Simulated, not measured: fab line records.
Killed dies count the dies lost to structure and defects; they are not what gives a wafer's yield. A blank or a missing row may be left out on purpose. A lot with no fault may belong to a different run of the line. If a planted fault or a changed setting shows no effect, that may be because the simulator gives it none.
fab line records    flow n5Finfet
record: lots: 9  wafers: 27  lastDay: 18
route steps=1938 shown GATE_CUT@473 BEOL_M4@1111
lots untouched by any fault: they come from a run of this same line in which no faults occurred
startH: the number of hours between the record's first day and the start of the first shown wafer of the lot    waitH: time in hours since the lot's previous step    " repeats the value in the row above    L1.1+2: a single row standing in for several wafers    - no value present, or no start provided    * or withheld: withheld    < > ~ a bound
route shown NAME@n: names a module that has steps shown in the file, with the first one's number in the route    usual: the fault-free wafers' mean and standard deviation    same: alike in all rows    chamber/n: place in a boat    sites: readings site by site    _std_site: the standard deviation of these    _edge_site: mean of outer sites minus mean of inner sites    radiusMm: for every site, how far away it sits from the centre of the wafer    mask NAME#n: copy n    behind: the most recent tool/chamber to have shaped the wafer    hold: the reason the lot was held/the length of the hold in hours/how it ended    device: whichever transistor did not switch (one of n, p or np)    end of line: the route-end tests of the same wafers    a step with no rows: only its recipe    killed: dies lost to structure and defects at the first sort, not the wafer's yield    map: a wafer's dies, marking killed ones x, the rest . and places with no die _
set.NAME: the setting as run; set.NAME@STEP: as run at that earlier step    model.NAME: the simulator's own value behind a step, which no gauge read
one table for each step of the route and one row for each wafer, over a sample of lots
services: the hour from which a tool's chamber was out of use, counted from the record's first day as startH (under 0 if before that day), plus the number of hours and why
== steps ==
step: N5_GATE_CUT_SAC_CAP_01
recipe: material: SiNx  targetThkA: 240  tempC: 400  aldPrecursorFamily: SiH2I2  aldCoReactant: N2/H2-plasma  pulseTimeS: 1  aldCycles: 480  purgeTimeS: 2  coReactantPurgeTimeS: 2  pressureTorr: 2
usual: heaterPowerW: 858/83  precursorPulseHeightRel: 1.000/0.02  susceptorTempC: 399.99/0.21
lot.wafer  tool       chamber  startH  waitH  heaterPowerW  precursorPulseHeightRel  susceptorTempC
L532.1     aldSin-02  0        89.21   0.0    982           1.003                    400.11
L532.4     "          3        "       "      991           1.015                    400.06
L532.6     "          1        90.29   1.1    914           0.994                    400.03
L534.3     aldSin-02  3        97.86   0.0    1010          0.990                    400.38
L534.5     "          3        98.94   1.1    1000          1.015                    400.35
L534.6     "          2        "       "      715           0.954                    400.35
L537.1     aldSin-04  3        121.86  0.0    803           0.989                    399.84
L537.4     "          0        "       "      788           0.970                    400.21
L537.5     "          0        122.94  1.1    817           0.956                    399.89
L538.1     aldSin-04  2        127.91  0.0    947           0.990                    399.99
L538.2     "          0        "       "      825           1.003                    400.35
L538.6     "          1        129.00  1.1    830           1.000                    400.23
L542.2     aldSin-03  1        148.60  0.0    833           1.012                    400.10
L542.4     "          3        "       "      769           1.014                    400.14
L542.6     "          2        149.69  1.1    850           0.995                    400.02
L544.2     aldSin-04  2        163.94  0.1    933           0.994                    400.01
L544.4     "          3        "       "      781           0.980                    400.11
L544.6     "          2        165.03  1.2    929           0.984                    400.19
L551.2     aldSin-04  1        201.80  0.3    861           0.987                    399.69
L551.4     "          0        "       "      788           1.037                    399.93
L551.5     "          3        202.88  1.4    803           0.999                    400.06
L552.1     aldSin-04  0        212.12  0.0    820           1.001                    400.14
L552.2     "          3        "       "      795           0.997                    399.98
L552.3     "          1        "       "      836           0.991                    400.19
L554.1     aldSin-03  3        218.09  0.2    752           1.018                    400.10
L554.3     "          1        "       "      818           1.011                    399.81
L554.4     "          2        "       "      825           0.992                    399.90
step: N5_GATE_CUT_OVL_MEAS_14
recipe: pointsPerWafer: 522
usual: GATE_CUT_OVL: -0.6/0.72
lot.wafer  tool        chamber  startH  waitH  GATE_CUT_OVL[nm]
L532.1     overlay-02  0        92.21   0.0    -0.6
L532.4     "           0        "       "      0.7
L532.6     "           0        "       "      -0.3
L534.3     overlay-01  0        100.84  0.0    0.3
L534.5     "           0        "       "      0.7
L534.6     "           0        "       "      -0.9
L537.1     overlay-01  0        124.95  0.0    -0.8
L537.4     "           0        "       "      -1.0
L537.5     "           0        "       "      -0.6
L538.1     overlay-02  0        131.00  0.0    -1.2
L538.2     "           0        "       "      -0.2
L538.6     "           0        "       "      0.7
L542.2     overlay-02  0        151.70  0.0    -0.7
L542.4     "           0        "       "      -0.8
L542.6     "           0        "       "      -1.0
L544.2     overlay-01  0        166.94  0.0    -2.0
L544.4     "           0        "       "      -1.6
L544.6     "           0        "       "      -1.6
L551.2     overlay-01  0        204.93  0.0    -1.3
L551.4     "           0        "       "      -1.1
L551.5     "           0        "       "      -1.8
L552.1     overlay-02  0        215.23  0.0    -0.1
L552.2     "           0        "       "      -0.3
L552.3     "           0        "       "      -0.1
L554.1     overlay-01  0        221.06  0.0    0.5
L554.3     "           0        "       "      0.1
L554.4     "           0        "       "      -0.6
step: N5_GATE_CUT_ETCH_28
recipe: chemistry: N2/H2  target: underlayer  targetDepthA: 130  maskMaterial: CAR-EUV  timeS: 10.4  ionEnergyEv: 200  pressureMtorr: 30  sourceW: 840  biasW: 150  n2FlowSccm: 200  h2FlowSccm: 200  ends: cleared
usual: drypumpMotorCurrentA: 5.9/0.56  etchRfOnTimeS: 10.5/0.36  oesProductAu: 0.65/0.07  rfVppV: 524.3/2.3  showerheadPlenumPTorr: 2.56/0.081  throttleValvePct: 17.86/0.19
lot.wafer  tool        chamber  startH  waitH  drypumpMotorCurrentA  etchRfOnTimeS  oesProductAu  rfHoursCounterH  rfVppV  showerheadPlenumPTorr  throttleValvePct
L532.1     rieDiel-02  0        92.33   0.0    5.2                   10.7           0.61          201              527.1   2.61                   17.66
L532.4     "           2        "       "      5.9                   10.7           0.61          212              520.9   2.40                   17.65
L532.6     "           1        "       "      6.3                   10.3           0.73          -                524.2   2.62                   17.59
L534.3     rieDiel-05  3        100.95  0.0    5.9                   10.6           0.62          149              527.1   2.65                   18.12
L534.5     "           1        "       "      5.4                   10.5           0.60          -                527.3   2.61                   17.91
L534.6     "           0        "       "      6.6                   10.8           0.65          -                522.1   2.46                   17.63
L537.1     rieDiel-02  0        125.27  0.0    5.2                   10.8           0.60          212              525.7   2.61                   17.68
L537.4     "           3        "       "      6.3                   10.7           0.59          212              527.4   2.65                   17.94
L537.5     "           0        "       "      5.2                   10.8           0.60          -                525.0   2.61                   17.67
L538.1     rieDiel-02  2        131.13  0.0    5.9                   10.8           0.60          224              519.3   2.39                   17.67
L538.2     "           3        "       "      6.3                   10.6           0.60          214              525.7   2.65                   17.96
L538.6     "           3        "       "      6.2                   10.6           0.59          -                526.3   2.65                   17.96
L542.2     rieDiel-02  0        152.00  0.0    5.2                   6.8            0.79          219              526.3   2.60                   17.77
L542.4     "           1        "       "      6.3                   10.5           0.70          55               524.1   2.61                   17.65
L542.6     "           1        "       "      6.3                   6.7            0.94          -                521.7   2.61                   17.67
L544.2     rieDiel-02  3        167.11  0.0    6.3                   6.8            0.76          225              526.9   2.64                   18.03
L544.4     "           0        "       "      5.2                   10.9           0.59          225              526.3   2.60                   17.72
L544.6     "           2        "       "      5.9                   6.8            0.78          -                520.3   2.39                   17.73
L551.2     rieDiel-03  3        205.05  0.0    4.8                   10.4           0.62          182              526.0   2.64                   17.96
L551.4     "           2        "       "      5.9                   10.5           0.82          11               525.4   2.61                   17.86
L551.5     "           2        "       "      5.9                   10.4           0.83          -                525.9   2.61                   17.90
L552.1     rieDiel-05  0        215.56  0.0    6.6                   10.7           0.63          165              520.5   2.45                   17.66
L552.2     "           2        "       "      6.6                   10.5           0.63          168              523.6   2.52                   17.86
L552.3     "           3        "       "      5.8                   10.7           0.59          181              527.1   2.64                   18.15
L554.1     rieDiel-05  1        221.18  0.0    5.3                   10.2           0.85          1                525.9   2.60                   17.62
L554.3     "           0        "       "      6.6                   10.8           0.63          166              520.8   2.45                   17.69
L554.4     "           2        "       "      6.6                   10.6           0.63          170              524.0   2.52                   17.87
step: N5_GATE_CUT_ETCH_36
recipe: chemistry: CF4  target: SiARC  targetDepthA: 130  maskMaterial: CAR-EUV  timeS: 21.7  ionEnergyEv: 80  pressureMtorr: 40  sourceW: 545  biasW: 36  Ar_flow_sccm: 100  cf4FlowSccm: 100  ends: cleared
usual: drypumpMotorCurrentA: 5.9/0.55  etchRfOnTimeS: 22.0/0.76  oesProductAu: 0.64/0.07  rfVppV: 184.2/1.1  showerheadPlenumPTorr: 2.16/0.059  throttleValvePct: 15.64/0.21
lot.wafer  tool        chamber  startH  waitH  drypumpMotorCurrentA  etchRfOnTimeS  oesProductAu  rfHoursCounterH  rfVppV  showerheadPlenumPTorr  throttleValvePct
L532.1     rieDiel-02  0        92.35   0.0    5.2                   22.3           0.61          201              182.4   2.21                   15.69
L532.4     "           2        "       "      5.9                   22.7           0.60          212              182.9   2.05                   15.57
L532.6     "           1        "       "      6.3                   21.6           0.74          -                185.4   2.19                   15.23
L534.3     rieDiel-05  3        100.97  0.0    5.8                   22.1           0.62          149              185.7   2.22                   15.82
L534.5     "           1        "       "      5.3                   22.1           0.60          -                183.6   2.20                   15.75
L534.6     "           0        "       "      6.6                   22.1           0.65          -                182.4   2.08                   15.31
L537.1     rieDiel-02  0        125.29  0.0    5.2                   22.3           0.61          212              185.2   2.21                   15.69
L537.4     "           3        "       "      6.2                   22.3           0.59          212              185.3   2.21                   15.64
L537.5     "           0        "       "      5.2                   22.2           0.61          -                185.1   2.21                   15.71
L538.1     rieDiel-02  2        131.15  0.0    5.9                   23.0           0.59          224              183.3   2.04                   15.56
L538.2     "           3        "       "      6.2                   22.3           0.58          214              184.2   2.21                   15.62
L538.6     "           3        "       "      6.2                   22.1           0.60          -                185.1   2.21                   15.63
L542.2     rieDiel-02  0        152.02  0.0    5.2                   22.1           0.60          219              185.0   2.20                   15.72
L542.4     "           1        "       "      6.3                   21.7           0.71          55               184.7   2.18                   15.24
L542.6     "           1        "       "      6.3                   21.6           0.71          -                184.5   2.18                   15.25
L544.2     rieDiel-02  3        167.13  0.0    6.2                   22.2           0.58          225              184.4   2.21                   15.66
L544.4     "           0        "       "      5.2                   22.4           0.59          225              184.4   2.20                   15.74
L544.6     "           2        "       "      5.9                   22.6           0.59          -                182.1   2.04                   15.61
L551.2     rieDiel-03  3        205.07  0.0    4.8                   22.0           0.62          182              183.6   2.22                   15.68
L551.4     "           2        "       "      6.0                   21.9           0.82          11               186.0   2.20                   15.54
L551.5     "           2        "       "      6.0                   22.0           0.82          -                182.5   2.20                   15.54
L552.1     rieDiel-05  0        215.58  0.0    6.6                   22.6           0.63          165              183.9   2.07                   15.38
L552.2     "           2        "       "      6.7                   22.2           0.63          168              184.5   2.12                   15.54
L552.3     "           3        "       "      5.8                   22.4           0.59          181              185.3   2.21                   15.87
L554.1     rieDiel-05  1        221.20  0.0    5.3                   21.5           0.85          1                184.7   2.19                   15.38
L554.3     "           0        "       "      6.6                   22.9           0.62          166              182.9   2.07                   15.38
L554.4     "           2        "       "      6.6                   22.2           0.63          170              184.8   2.12                   15.56
step: N5_BEOL_M4_RC_MEAS_101
usual: DIBL_N: 36.4/2.7  DIBL_P: 36/3.2  IOFF_N: 0.16/0.046  IOFF_P: 0.21/0.055  ION_N: 677/15  ION_P: 464/11  SS_N: 71.5/0.79  SS_P: 73.3/0.93  VT_N: 250/4.1  VT_P: -251/4.4
lot.wafer  tool       chamber  startH  waitH  DIBL_N[mV/V]  DIBL_P[mV/V]  IOFF_N[nA/um]  IOFF_P[nA/um]  ION_N[uA/um]  ION_P[uA/um]  SS_N[mV/dec]  SS_P[mV/dec]  VT_N[mV]  VT_P[mV]
L532.1     prober-02  0        166.53  0.0    37.0          35            0.16           0.21           680           467           71.0          73.8          249       -249
L532.4     "          0        "       "      43.5          44            0.32           0.42           733           500           72.7          76.2          242       -240
L532.6     "          0        "       "      39.5          38            0.22           0.29           692           479           71.5          73.5          244       -245
L534.3     prober-01  0        189.09  0.3    38.3          40            0.22           0.36           695           487           72.9          73.0          242       -239
L534.5     "          0        "       "      37.2          38            0.19           0.28           691           478           72.2          73.6          245       -242
L534.6     "          0        "       "      35.4          36            0.16           0.26           682           481           72.0          73.0          248       -243
L537.1     prober-02  0        226.22  0.0    31.4          30            0.10           0.14           677           464           70.5          72.7          257       -254
L537.4     "          0        "       "      31.9          31            0.11           0.14           659           458           70.4          72.8          256       -254
L537.5     "          0        "       "      34.2          34            0.12           0.17           652           451           71.1          73.1          257       -257
L538.1     prober-01  0        232.56  0.0    32.3          32            0.10           0.15           669           465           70.9          71.4          255       -253
L538.2     "          0        "       "      36.5          38            0.17           0.23           687           472           71.7          72.6          248       -250
L538.6     "          0        "       "      33.2          33            0.11           0.16           665           458           70.6          71.4          251       -252
L542.2     prober-01  0        251.34  0.2    36.4          37            0.17           0.26           683           470           71.5          73.6          248       -245
L542.4     "          0        "       "      35.7          35            0.15           0.22           678           470           71.1          72.9          249       -248
L542.6     "          0        "       "      35.9          37            0.18           0.26           695           484           71.2          72.8          246       -249
L544.2     prober-01  0        263.50  0.2    34.6          35            0.13           0.16           667           461           71.4          72.8          254       -254
L544.4     "          0        "       "      39.2          41            0.20           0.24           671           459           72.4          74.0          251       -249
L544.6     "          0        "       "      42.8          45            0.29           0.35           698           474           73.4          75.4          245       -246
L551.2     prober-01  0        298.85  0.2    36.5          35            0.14           0.19           663           462           70.9          72.6          250       -251
L551.4     "          0        "       "      32.8          31            0.10           0.14           659           453           70.5          72.4          256       -256
L551.5     "          0        "       "      35.4          34            0.13           0.17           670           461           71.1          72.0          252       -255
L552.1     prober-02  0        316.62  0.0    36.8          37            0.19           0.23           697           475           71.2          72.9          246       -248
L552.2     "          0        "       "      37.1          38            0.20           0.23           694           466           71.2          73.8          246       -253
L552.3     "          0        "       "      37.0          38            0.17           0.23           673           466           71.6          74.1          247       -251
L554.1     prober-01  0        319.44  0.0    28.6          29            0.06           0.09           633           435           70.3          70.7          264       -265
L554.3     "          0        "       "      32.5          32            0.11           0.12           658           440           71.0          71.9          256       -259
L554.4     "          0        "       "      32.1          33            0.11           0.13           677           462           70.6          71.7          253       -259
== services ==
tool        chamber  startH  hours  kind
rieDiel-02  0        83.16   3.2    repair
aldSin-03   -        85.37   14.0   pm
aldSin-03   0        85.37   14.0   ventCycle
aldSin-03   1        85.37   14.0   ventCycle
aldSin-03   2        85.37   14.0   ventCycle
aldSin-03   3        85.37   14.0   ventCycle
aldSin-03   0        99.37   -      clean
aldSin-03   1        99.37   -      clean
rieDiel-05  3        120.53  12.2   repair
rieDiel-05  0        130.14  5.3    repair
aldSin-02   2        130.82  3.4    repair
rieDiel-02  -        145.77  0.3    repair
aldSin-04   0        151.87  11.8   repair
aldSin-02   -        177.38  14.0   pm
rieDiel-05  1        196.49  -      clean
rieDiel-05  1        196.49  -      consumableReplace:focusRing
rieDiel-05  1        196.49  20.2   scheduledDown
rieDiel-05  1        196.49  20.2   ventCycle
aldSin-02   1        203.12  14.9   repair
rieDiel-02  2        214.60  -      clean
rieDiel-02  2        214.60  -      consumableReplace:focusRing
rieDiel-02  2        214.60  -      consumableReplace:showerhead
rieDiel-02  2        214.60  22.7   scheduledDown
rieDiel-02  2        214.60  22.7   ventCycle
== key ==
firstSign: step: N5_GATE_CUT_ETCH_28  reading: etchRfOnTimeS  direction: down  sigmas: 10  usual: *  struck: *
effect: step: N5_GATE_CUT_ETCH_28  reading: oesProductAu  direction: up  sigmas: 2.4  usual: 0.65  struck: 0.81
metAt N5_GATE_CUT_ETCH_28
struckLots L542,L544
struckWafers L542.2,L542.6,L544.2,L544.6
notActingAt N5_GATE_CUT_SAC_CAP_01,N5_GATE_CUT_OVL_MEAS_14,N5_GATE_CUT_ETCH_36
onsetBetween 131.13 152.00
fault: kind: processParameterDrift  tool: rieDiel-02  chamber: -  onsetH: 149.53  steps: N5_GATE_CUT_ETCH_28  channel: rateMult  offset: 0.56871  shape: step  endH: 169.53  scope: struckWafersOnly
